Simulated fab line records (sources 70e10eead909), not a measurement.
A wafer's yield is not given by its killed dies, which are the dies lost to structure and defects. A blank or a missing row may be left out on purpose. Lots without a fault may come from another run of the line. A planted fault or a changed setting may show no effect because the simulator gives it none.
A sampling plan put to the test ; flow nand-harc ; one fab line, 37 faults that these records tell of, each judged on the records of the lots that it struck; 1 more is left out, because the records don't allow judging it
The plan is the line's own looks: the steps of the route at which a gauge or an inspection reads the wafer and doesn't change it. A look is open to judgement when struck wafers have a number at it and the file gives its usual mean and standard deviation on fault-free wafers. Caught: 4 or more of those standard deviations (sigma) separate the usual mean from the mean of the struck wafers at a look after the fault's first step. On the tool: the identical test, applied to the tool's own readings at the steps of the fault. It also counts as caught if the struck wafers ran another recipe or if their record alone is blank.

## THE FAULTS, as the simulator had put them in
1. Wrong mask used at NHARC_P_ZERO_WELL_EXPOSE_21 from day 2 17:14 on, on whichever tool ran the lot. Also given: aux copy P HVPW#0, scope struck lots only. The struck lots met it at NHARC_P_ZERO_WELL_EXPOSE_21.
2. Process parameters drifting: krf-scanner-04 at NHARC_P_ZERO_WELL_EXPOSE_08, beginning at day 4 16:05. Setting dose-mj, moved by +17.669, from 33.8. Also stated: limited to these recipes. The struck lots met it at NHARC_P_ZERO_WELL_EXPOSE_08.
3. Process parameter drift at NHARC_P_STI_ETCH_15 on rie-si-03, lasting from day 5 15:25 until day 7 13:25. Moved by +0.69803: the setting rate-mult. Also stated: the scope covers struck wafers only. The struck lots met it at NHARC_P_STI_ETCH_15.
4. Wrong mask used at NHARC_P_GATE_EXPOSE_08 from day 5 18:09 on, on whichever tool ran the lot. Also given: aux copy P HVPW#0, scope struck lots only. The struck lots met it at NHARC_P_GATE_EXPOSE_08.
5. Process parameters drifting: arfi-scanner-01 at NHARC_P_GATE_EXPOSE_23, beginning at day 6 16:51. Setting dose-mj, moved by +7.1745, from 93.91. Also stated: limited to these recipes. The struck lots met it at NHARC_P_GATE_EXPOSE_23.
6. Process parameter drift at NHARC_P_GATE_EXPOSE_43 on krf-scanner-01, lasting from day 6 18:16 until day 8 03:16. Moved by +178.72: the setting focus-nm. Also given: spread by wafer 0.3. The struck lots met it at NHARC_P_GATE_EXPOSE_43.
7. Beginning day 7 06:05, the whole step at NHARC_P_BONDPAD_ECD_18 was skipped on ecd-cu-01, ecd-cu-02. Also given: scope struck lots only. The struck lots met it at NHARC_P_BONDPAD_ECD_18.
8. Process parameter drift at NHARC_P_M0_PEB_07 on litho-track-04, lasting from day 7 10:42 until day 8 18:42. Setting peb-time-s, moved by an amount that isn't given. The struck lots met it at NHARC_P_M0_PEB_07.
9. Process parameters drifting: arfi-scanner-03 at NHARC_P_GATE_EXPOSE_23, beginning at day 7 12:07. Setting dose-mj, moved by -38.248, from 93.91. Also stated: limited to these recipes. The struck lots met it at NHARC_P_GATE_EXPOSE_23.
10. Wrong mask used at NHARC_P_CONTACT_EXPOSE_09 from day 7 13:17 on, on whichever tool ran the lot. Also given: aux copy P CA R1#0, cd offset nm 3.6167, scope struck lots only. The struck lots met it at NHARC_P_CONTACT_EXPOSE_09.
11. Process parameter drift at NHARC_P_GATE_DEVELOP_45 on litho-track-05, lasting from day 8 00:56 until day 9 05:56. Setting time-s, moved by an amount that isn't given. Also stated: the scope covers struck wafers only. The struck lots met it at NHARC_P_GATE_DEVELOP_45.
12. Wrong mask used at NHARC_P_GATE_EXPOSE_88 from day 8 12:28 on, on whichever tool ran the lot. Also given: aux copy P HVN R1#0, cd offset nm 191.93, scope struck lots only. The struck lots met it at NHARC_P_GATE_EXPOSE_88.
13. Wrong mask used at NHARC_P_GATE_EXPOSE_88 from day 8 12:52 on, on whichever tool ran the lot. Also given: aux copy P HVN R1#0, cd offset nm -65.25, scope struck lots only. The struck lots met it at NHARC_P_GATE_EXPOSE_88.
14. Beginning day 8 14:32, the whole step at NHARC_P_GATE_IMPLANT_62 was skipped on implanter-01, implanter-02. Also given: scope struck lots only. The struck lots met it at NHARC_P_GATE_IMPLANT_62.
15. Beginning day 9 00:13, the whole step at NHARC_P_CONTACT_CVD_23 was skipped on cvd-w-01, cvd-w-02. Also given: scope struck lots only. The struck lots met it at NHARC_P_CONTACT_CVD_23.
16. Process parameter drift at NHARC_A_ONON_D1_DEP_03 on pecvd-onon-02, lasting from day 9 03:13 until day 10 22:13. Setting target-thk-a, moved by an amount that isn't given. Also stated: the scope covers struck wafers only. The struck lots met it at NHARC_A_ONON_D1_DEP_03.
17. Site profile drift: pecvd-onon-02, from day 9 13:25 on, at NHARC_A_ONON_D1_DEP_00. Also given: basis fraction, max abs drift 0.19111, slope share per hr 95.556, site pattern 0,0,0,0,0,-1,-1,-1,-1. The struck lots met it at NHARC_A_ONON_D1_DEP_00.
18. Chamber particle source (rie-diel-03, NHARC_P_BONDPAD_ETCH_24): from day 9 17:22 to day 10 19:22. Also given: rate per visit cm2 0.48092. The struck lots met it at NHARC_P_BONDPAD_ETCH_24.
19. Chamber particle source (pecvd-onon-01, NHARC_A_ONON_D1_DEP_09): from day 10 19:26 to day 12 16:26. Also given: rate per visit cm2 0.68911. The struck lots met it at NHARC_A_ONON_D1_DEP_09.
20. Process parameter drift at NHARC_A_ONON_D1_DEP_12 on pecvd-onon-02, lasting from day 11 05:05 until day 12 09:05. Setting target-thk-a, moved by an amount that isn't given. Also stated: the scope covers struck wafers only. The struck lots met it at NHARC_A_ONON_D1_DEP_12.
21. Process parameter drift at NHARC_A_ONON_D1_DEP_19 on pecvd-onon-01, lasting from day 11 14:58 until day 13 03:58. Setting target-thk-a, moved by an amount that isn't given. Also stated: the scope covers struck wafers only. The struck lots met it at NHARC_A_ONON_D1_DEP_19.
22. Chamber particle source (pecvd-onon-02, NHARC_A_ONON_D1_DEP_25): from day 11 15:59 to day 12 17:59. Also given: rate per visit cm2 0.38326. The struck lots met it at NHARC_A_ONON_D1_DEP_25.
23. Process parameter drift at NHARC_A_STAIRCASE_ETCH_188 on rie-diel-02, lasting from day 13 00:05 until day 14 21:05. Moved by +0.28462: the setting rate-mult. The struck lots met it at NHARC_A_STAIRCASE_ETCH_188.
24. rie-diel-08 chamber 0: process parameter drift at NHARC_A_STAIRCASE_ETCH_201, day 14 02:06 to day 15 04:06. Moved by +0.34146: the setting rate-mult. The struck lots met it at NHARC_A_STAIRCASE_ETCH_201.
25. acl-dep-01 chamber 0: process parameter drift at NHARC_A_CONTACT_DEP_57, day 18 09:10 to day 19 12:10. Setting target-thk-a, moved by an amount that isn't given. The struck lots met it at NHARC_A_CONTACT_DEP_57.
26. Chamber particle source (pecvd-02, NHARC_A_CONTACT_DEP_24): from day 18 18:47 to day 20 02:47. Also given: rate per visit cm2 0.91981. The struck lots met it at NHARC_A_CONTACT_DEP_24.
27. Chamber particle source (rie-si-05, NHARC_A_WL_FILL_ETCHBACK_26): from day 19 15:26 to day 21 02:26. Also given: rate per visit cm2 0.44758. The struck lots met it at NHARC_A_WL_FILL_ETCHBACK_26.
28. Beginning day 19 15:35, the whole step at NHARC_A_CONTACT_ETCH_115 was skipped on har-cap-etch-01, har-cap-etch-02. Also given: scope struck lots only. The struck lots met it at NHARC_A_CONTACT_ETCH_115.
29. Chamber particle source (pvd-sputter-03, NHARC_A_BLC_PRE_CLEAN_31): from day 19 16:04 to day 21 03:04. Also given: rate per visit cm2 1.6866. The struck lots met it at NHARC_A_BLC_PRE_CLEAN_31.
30. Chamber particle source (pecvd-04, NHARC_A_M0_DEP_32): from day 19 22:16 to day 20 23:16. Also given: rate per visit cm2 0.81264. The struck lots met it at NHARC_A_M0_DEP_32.
31. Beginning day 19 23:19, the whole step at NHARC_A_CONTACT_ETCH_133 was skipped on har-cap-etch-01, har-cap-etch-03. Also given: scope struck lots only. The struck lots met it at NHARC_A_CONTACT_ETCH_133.
32. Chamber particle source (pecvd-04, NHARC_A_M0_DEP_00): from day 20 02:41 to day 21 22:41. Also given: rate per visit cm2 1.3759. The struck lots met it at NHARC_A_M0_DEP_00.
33. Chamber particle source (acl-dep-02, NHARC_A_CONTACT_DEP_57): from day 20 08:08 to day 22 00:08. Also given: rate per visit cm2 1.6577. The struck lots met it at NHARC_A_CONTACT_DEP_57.
34. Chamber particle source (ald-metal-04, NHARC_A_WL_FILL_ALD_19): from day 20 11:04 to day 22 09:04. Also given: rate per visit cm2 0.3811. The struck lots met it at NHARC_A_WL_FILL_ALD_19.
35. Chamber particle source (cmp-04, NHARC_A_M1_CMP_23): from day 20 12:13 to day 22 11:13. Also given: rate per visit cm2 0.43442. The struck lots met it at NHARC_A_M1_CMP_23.
36. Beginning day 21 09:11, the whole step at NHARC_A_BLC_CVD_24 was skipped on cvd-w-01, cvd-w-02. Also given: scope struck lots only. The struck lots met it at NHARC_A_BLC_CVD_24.
37. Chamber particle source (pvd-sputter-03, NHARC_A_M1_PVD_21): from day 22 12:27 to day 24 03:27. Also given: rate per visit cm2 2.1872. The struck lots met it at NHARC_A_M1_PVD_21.

## WHAT THE PLAN SAW
fault;on the tool itself;first look that catches it;reading, sigma;median hours from its first step to that look;hours from the fault's start to the first struck lot there;judged looks passed uncaught
1;under 2 sigma;NHARC_END_SORT_01;killed-at-periphery +99 or beyond;421.2;422;0
2;exposure-dose-mJ-cm2 +99 or beyond sigma;NHARC_P_ZERO_WELL_CD_MEAS_11;cd-nm +24;0.1;9;0
3;oes-product-au +35 sigma;NHARC_P_STI_OCD_MEAS_17;trench-depth-nm +36;0.2;19;0
4;no reading that can be judged;NHARC_END_SORT_01;killed-at-periphery +99 or beyond;366.1;368;0
5;exposure-dose-mJ-cm2 +77 sigma;NHARC_P_GATE_CD_MEAS_26;cd-nm -6.3;0.1;5;0
6;no reading that can be judged;none of the 2 looks that can be judged after it;strongest: cd-nm at NHARC_P_GATE_CD_MEAS_46, +2.2;-;-;2
7;the tool's record is blank for the struck wafers;NHARC_P_BONDPAD_THK_MEAS_20;thk-nm -72;1.1;2;0
8;no reading that can be judged;NHARC_P_M0_CD_MEAS_09;cd-nm +7.7;0.1;6;0
9;exposure-dose-mJ-cm2 -99 or beyond sigma;NHARC_P_GATE_CD_MEAS_26;cd-nm +47;0.1;8;0
10;under 2 sigma;none of the 2 looks that can be judged after it;strongest: cd-nm at NHARC_P_CONTACT_CD_MEAS_12, +3.6;-;-;2
11;under 2 sigma;NHARC_END_SORT_01;killed-at-periphery +99 or beyond;364.7;368;0
12;no reading that can be judged;NHARC_P_GATE_CD_MEAS_91;cd-nm +90;0.2;0;0
13;no reading that can be judged;NHARC_P_GATE_CD_MEAS_91;cd-nm -31;0.2;0;0
14;the tool's record is blank for the struck wafers;NHARC_END_SORT_01;killed-at-periphery +99 or beyond;360.0;371;0
15;the tool's record is blank for the struck wafers;NHARC_END_SORT_01;killed-at-periphery +99 or beyond;347.4;320;0
16;no reading that can be judged;NHARC_A_ONON_D1_THK_MEAS_05;thk-nm -27;0.5;6;0
17;under 2 sigma;NHARC_A_ONON_D1_THK_MEAS_02;thk-nm -9.1;0.5;5;0
18;under 2 sigma;NHARC_END_SORT_01;killed-at-periphery +16;321.8;303;2
19;under 2 sigma;NHARC_END_SORT_01;killed-at-array +4.5;285.4;277;2
20;only faintly: susceptor-temp-C +2.2 sigma;NHARC_A_ONON_D1_THK_MEAS_14;thk-nm +56;0.5;9;0
21;no reading that can be judged;NHARC_A_ONON_D1_THK_MEAS_21;thk-nm +54;0.5;10;0
22;under 2 sigma;not the one look that can be judged after it;strongest: killed-dies at NHARC_END_SORT_01, +3.9;-;-;1
23;oes-product-au +13 sigma;NHARC_END_SORT_01;killed-at-array +68;203.3;194;0
24;oes-product-au +11 sigma;NHARC_END_SORT_01;killed-at-array +70;223.5;249;0
25;under 2 sigma;NHARC_END_SORT_01;killed-at-array +29;65.2;65;2
26;under 2 sigma;NHARC_END_SORT_01;killed-at-array +7.5;78.9;86;2
27;under 2 sigma;NHARC_END_SORT_01;killed-at-array +7.3;102.0;107;0
28;the tool's record is blank for the struck wafers;NHARC_END_SORT_01;killed-at-array +70;85.0;79;0
29;no reading that can be judged;NHARC_END_SORT_01;killed-at-array +8.1;49.4;49;1
30;under 2 sigma;NHARC_A_M1_INSPECT_11;raw-defect-count +44;1.4;4;2
31;the tool's record is blank for the struck wafers;NHARC_END_SORT_01;killed-at-array +71;70.9;71;1
32;under 2 sigma;NHARC_A_M0_INSPECT_11;raw-defect-count +76;1.0;11;2
33;under 2 sigma;NHARC_A_CONTACT_INSPECT_71;raw-defect-count +97;2.5;8;0
34;under 2 sigma;NHARC_END_SORT_01;killed-at-array +7.6;115.0;123;0
35;under 2 sigma;NHARC_END_SORT_01;killed-at-array +24;37.2;44;2
36;the tool's record is blank for the struck wafers;no look after it can be judged;-;-;-;0
37;under 2 sigma;NHARC_END_SORT_01;sort_bin_3_pct +31;46.7;45;0
A dash: the fault isn't caught, or these records don't give the number.

Caught at a look: 33 of 37. Caught on the tool: 12 of 37. By one or the other: 34 of 37.
Caught on the tool alone: fault 36.
Caught at a look alone: faults 1, 4, 8, 11, 12, 13, 16, 17, 18, 19, 20, 21, 25, 26, 27, 29, 30, 32, 33, 34, 35, 37.
Caught by neither: faults 6, 10, 22.

## THINNER SAMPLING
Were the look that catches a fault to measure just every second or every third lot (counted by lot number), the first struck lot would, at worst, be measured this late:
fault;struck lots at that look, in order of time;every lot;every second lot;every third lot
1;L867;422 h;may miss it;may miss it
2;L583, L584;9 h;15 h;may miss all 2
3;L441;19 h;may miss it;may miss it
4;L168;368 h;may miss it;may miss it
5;L632, L638;5 h;may miss all 2;may miss all 2
7;L865, L866, L868;2 h;15 h;may miss all 3
8;L489, L492;6 h;14 h;may miss all 2
9;L444, L443;8 h;9 h;may miss all 2
11;L808, L812;368 h;may miss all 2;may miss all 2
12;L371;0 h;may miss it;may miss it
13;L440;0 h;may miss it;may miss it
14;L953, L952;371 h;379 h;may miss all 2
15;L428, L425, L429;320 h;345 h;may miss all 3
16;L959, L962, L964;6 h;16 h;may miss all 3
17;L819, L821;5 h;may miss all 2;may miss all 2
18;L608, L611, L609;303 h;345 h;may miss all 3
19;L949, L948;277 h;291 h;may miss all 2
20;L927, L928;9 h;17 h;may miss all 2
21;L567, L568, L570;10 h;15 h;may miss all 3
23;L899, L904;194 h;249 h;may miss all 2
24;L606;249 h;may miss it;may miss it
25;L534, L536;65 h;may miss all 2;may miss all 2
26;L490, L489;86 h;99 h;may miss all 2
27;L894, L897;107 h;130 h;may miss all 2
28;L789, L788, L793;79 h;90 h;106 h
29;L914, L918;49 h;may miss all 2;may miss all 2
30;L437, L442;4 h;21 h;may miss all 2
31;L182, L181;71 h;82 h;may miss all 2
32;L568, L567, L565;11 h;12 h;may miss all 3
33;L860, L862;8 h;may miss all 2;may miss all 2
34;L432;123 h;may miss it;may miss it
35;L784, L781;44 h;69 h;may miss all 2
37;L318, L323, L322;45 h;54 h;61 h
Hours count from the start of the fault until the first struck lot that is measured. 4 sigma limit: tested on the pooled struck wafers, so a lone lot may be under it. Other struck lots may not be in these records.

## THE LONGEST TIMED WAY FROM STEP TO LOOK
For fault 1, NHARC_P_ZERO_WELL_EXPOSE_21 and NHARC_END_SORT_01 are separated by a median of 421.2 hours. No look between them can be judged.
